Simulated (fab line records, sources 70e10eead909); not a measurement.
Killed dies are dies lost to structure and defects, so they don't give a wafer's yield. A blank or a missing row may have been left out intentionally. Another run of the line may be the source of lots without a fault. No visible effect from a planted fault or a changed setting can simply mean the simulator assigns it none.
What tool caused it? | flow nandHarc | 23 lots, 69 wafers sampled, at 3 steps of a route of 1302

== WHAT THE GAUGES READ, wafer by wafer ==
NHARC_A_CONTACT_OVL_MEAS_09.
lot  | measured     | on         | overlayXNm (nm) | overlayYNm (nm)
L076 | day 22 05:26 | overlay-02 | -1.5 -1.0 -1.3  | -0.3 -0.3 -0.7
L074 | day 22 18:15 | overlay-02 | -0.2 1.1 0.0    | 0.1 0.6 0.6
L077 | day 23 23:43 | overlay-01 | -1.4 -0.5 -0.9  | -0.5 0.3 -0.3
L078 | day 24 01:10 | overlay-01 | 0.1 -0.3 -0.1   | -0.7 -0.7 -0.2
L080 | day 24 03:01 | overlay-02 | 1.2 1.3 1.1     | -0.6 -0.5 0.0
L079 | day 24 18:27 | overlay-02 | -0.2 -0.6 -0.4  | -0.4 -0.7 -0.7
L081 | day 25 08:03 | overlay-02 | -0.2 -0.4 -0.4  | -0.3 0.4 -0.4
L082 | day 26 02:41 | overlay-02 | 0.1 -0.5 -0.1   | 1.2 0.7 1.0
L083 | day 26 03:01 | overlay-02 | 0.6 0.4 0.5     | -0.1 0.0 -0.4
L084 | day 26 06:19 | overlay-02 | -0.3 0.3 0.3    | -0.7 -0.7 -1.0
L085 | day 26 21:29 | overlay-02 | 0.3 1.0 0.7     | -1.0 -0.7 -0.6
L086 | day 27 17:25 | overlay-01 | -1.2 -0.8 -1.5  | 0.6 1.1 0.8
L088 | day 27 17:55 | overlay-01 | 0.8 0.5 1.1     | 0.3 0.3 0.0
L087 | day 27 19:39 | overlay-02 | -0.4 -0.3 -0.4  | 0.4 1.1 0.8
L089 | day 27 20:29 | overlay-02 | 0.7 0.2 0.5     | 0.6 1.2 0.8
L091 | day 28 10:10 | overlay-02 | -1.2 -1.4 -0.7  | 0.0 0.0 -0.1
L090 | day 28 14:59 | overlay-02 | 1.2 0.7 0.7     | 0.0 0.3 0.3
L092 | day 29 17:13 | overlay-01 | -0.2 0.5 -0.1   | 1.2 0.9 1.3
L093 | day 29 17:46 | overlay-01 | -1.0 -0.9 -0.7  | 0.7 0.9 0.6
L094 | day 30 18:16 | overlay-02 | -0.2 -0.7 -0.5  | -1.1 -1.4 -2.0
L095 | day 30 21:55 | overlay-01 | 0.1 -0.2 -0.1   | -1.5 -1.2 -1.0
L096 | day 30 22:41 | overlay-01 | 0.8 0.3 0.4     | -0.4 -0.3 0.3
L097 | day 32 03:37 | overlay-02 | 0.1 1.2 -0.1    | 0.7 0.8 0.3

== TOOL THAT RAN EACH LOT (tool first, then ch and the chambers of the sampled wafers, then the start) ==
lot  | NHARC_A_CONTACT_ETCH_128           | NHARC_A_CONTACT_STRIP_82
L076 | harCapEtch-02 ch 0,1, day 22 00:10 | rieDiel-02 ch 0,3, day 22 05:26 or earlier
L074 | harCapEtch-01 ch 0,1, day 22 12:27 | rieDiel-02 ch 0,1,3, day 22 18:15 or earlier
L077 | harCapEtch-02 ch 1, day 23 17:10   | rieDiel-13 ch 0,1,3, day 23 23:43 or earlier
L078 | harCapEtch-01 ch 0,1, day 23 19:49 | rieDiel-02 ch 0,2,3, day 24 01:10 or earlier
L080 | harCapEtch-03 ch 0,1, day 23 20:22 | rieDiel-07 ch 0,3, day 24 03:01 or earlier
L079 | harCapEtch-02 ch 0, day 24 13:11   | rieDiel-02 ch 0,1, day 24 18:27 or earlier
L081 | harCapEtch-02 ch 0,1, day 24 23:23 | rieDiel-13 ch 0,1,3, day 25 08:03 or earlier
L082 | harCapEtch-01 ch 0,1, day 25 17:39 | rieDiel-13 ch 0,1,2, day 26 02:41 or earlier
L083 | harCapEtch-02 ch 0,1, day 25 18:58 | rieDiel-02 ch 1,3, day 26 03:01 or earlier
L084 | harCapEtch-01 ch 0,1, day 26 00:46 | rieDiel-13 ch 1,3, day 26 06:19 or earlier
L085 | harCapEtch-02 ch 0,1, day 26 10:02 | rieDiel-07 ch 2,3, day 26 21:29 or earlier
L086 | harCapEtch-02 ch 0,1, day 27 09:59 | rieDiel-13 ch 1,2,3, day 27 17:25 or earlier
L088 | harCapEtch-03 ch 0,1, day 27 10:39 | rieDiel-07 ch 0,1, day 27 17:55 or earlier
L087 | harCapEtch-01 ch 0,1, day 27 13:26 | rieDiel-02 ch 1,2, day 27 19:39 or earlier
L089 | harCapEtch-02 ch 0,1, day 27 13:35 | rieDiel-13 ch 0,2,3, day 27 20:29 or earlier
L091 | harCapEtch-03 ch 0,1, day 28 04:56 | rieDiel-02 ch 0,2,3, day 28 10:10 or earlier
L090 | harCapEtch-02 ch 0,1, day 28 07:19 | rieDiel-07 ch 0,1,3, day 28 14:59 or earlier
L092 | harCapEtch-03 ch 0, day 29 11:47   | rieDiel-07 ch 0,1,2, day 29 17:13 or earlier
L093 | harCapEtch-02 ch 0,1, day 29 12:19 | rieDiel-02 ch 1,2,3, day 29 17:46 or earlier
L094 | harCapEtch-02 ch 0,1, day 30 11:12 | rieDiel-02 ch 0,1,2, day 30 18:16 or earlier
L095 | harCapEtch-01 ch 0,1, day 30 16:31 | rieDiel-02 ch 0,2, day 30 21:55 or earlier
L096 | harCapEtch-03 ch 0,1, day 30 17:26 | rieDiel-02 ch 0,1,3, day 30 22:41 or earlier
L097 | harCapEtch-03 ch 0, day 31 16:41   | rieDiel-07 ch 2,3, day 32 03:37 or earlier
- NHARC_A_CONTACT_ETCH_128: etches the open film in C4F8/O2/Ar, time 197 s, target depth 1918 nm.
- NHARC_A_CONTACT_STRIP_82: strips in O2.

== AS READ BY THE TOOLS THEMSELVES (means over the sampled wafers that have a number; for cases with no such wafer, the mark the record gives instead) ==
NHARC_A_CONTACT_STRIP_82.
lot  | tool       | drypumpMotorCurrentA (A) | o2FlowSccm (sccm) | oesProductAu (a.u.) | rfVppV (V) | showerheadPlenumPTorr (Torr) | throttleValvePct (%)
L076 | rieDiel-02 | 5.82                     | 499.5             | 1.009               | 58.0       | 3.46                         | 17.045
L074 | rieDiel-02 | 5.97                     | 500.4             | 1.001               | 57.9       | 3.62                         | 17.042
L077 | rieDiel-13 | 6.33                     | 499.4             | 1.002               | 58.1       | 3.43                         | 17.037
L078 | rieDiel-02 | 6.08                     | 500.8             | 1.004               | 58.1       | 3.58                         | 17.041
L080 | rieDiel-07 | 6.09                     | 501.4             | 0.996               | 57.8       | 3.76                         | 17.038
L079 | rieDiel-02 | 6.16                     | 499.9             | 1.001               | 58.9       | 3.78                         | 17.031
L081 | rieDiel-13 | 6.33                     | 500.7             | 1.000               | 57.4       | 3.43                         | 17.030
L082 | rieDiel-13 | 6.40                     | 500.0             | 1.002               | 57.9       | 3.58                         | 17.036
L083 | rieDiel-02 | 5.90                     | 500.3             | 1.000               | 58.0       | 3.61                         | 17.031
L084 | rieDiel-13 | 6.21                     | 501.4             | 0.999               | 57.9       | 3.42                         | 17.040
L085 | rieDiel-07 | 6.06                     | 500.5             | 0.997               | 58.1       | 3.61                         | 17.036
L086 | rieDiel-13 | 6.28                     | 499.3             | 1.000               | 57.9       | 3.56                         | 17.043
L088 | rieDiel-07 | 5.97                     | 499.4             | 1.003               | 57.9       | 3.61                         | 17.039
L087 | rieDiel-02 | 6.26                     | 498.6             | 1.006               | 58.1       | 3.69                         | 17.040
L089 | rieDiel-13 | 6.27                     | 499.5             | 0.999               | 57.9       | 3.46                         | 17.034
L091 | rieDiel-02 | 6.08                     | 499.5             | 1.007               | 57.9       | 3.57                         | 17.035
L090 | rieDiel-07 | 6.00                     | 499.4             | 0.997               | 58.0       | 3.58                         | 17.034
L092 | rieDiel-07 | 5.93                     | 499.2             | 1.002               | 57.0       | 3.50                         | 17.037
L093 | rieDiel-02 | 6.01                     | 499.8             | 0.999               | 57.7       | 3.56                         | 17.038
L094 | rieDiel-02 | 6.22                     | 500.6             | 1.000               | 58.7       | 3.73                         | 17.039
L095 | rieDiel-02 | 6.28                     | 501.5             | 1.008               | 57.8       | 3.73                         | 17.032
L096 | rieDiel-02 | 5.96                     | 499.4             | 1.005               | 58.0       | 3.60                         | 17.032
L097 | rieDiel-07 | 6.07                     | 500.6             | 1.006               | 57.7       | 3.59                         | 17.033

== THE ANSWER, worked out from the rows above alone ==
Rule: the usual values come from the lots themselves. Put in order of their means at a reading, lots are off if they are a third of the lots or fewer, leave a main group of 4 or more, and stand apart from it by a gap of 3 or more times the standard deviation of the main group's means; of several such gaps the widest counts. A main group whose means are all the same, to the digits that the tables above print for the reading, isn't used. Also off: a lot with no number at a reading for which 4 or more lots have one. All remaining lots with rows at the step are treated as sound. The gauges are gone through in route order, then the tools' own readings, and for those a lot's mean is taken as printed above. The first step at which some lot is off is used, and at that step the reading that is off furthest; a lot without a number counts as furthest.
Across all readings shown, no lot is off: no conclusion can be drawn from this.

== WHAT THE SIMULATOR PUT IN ==
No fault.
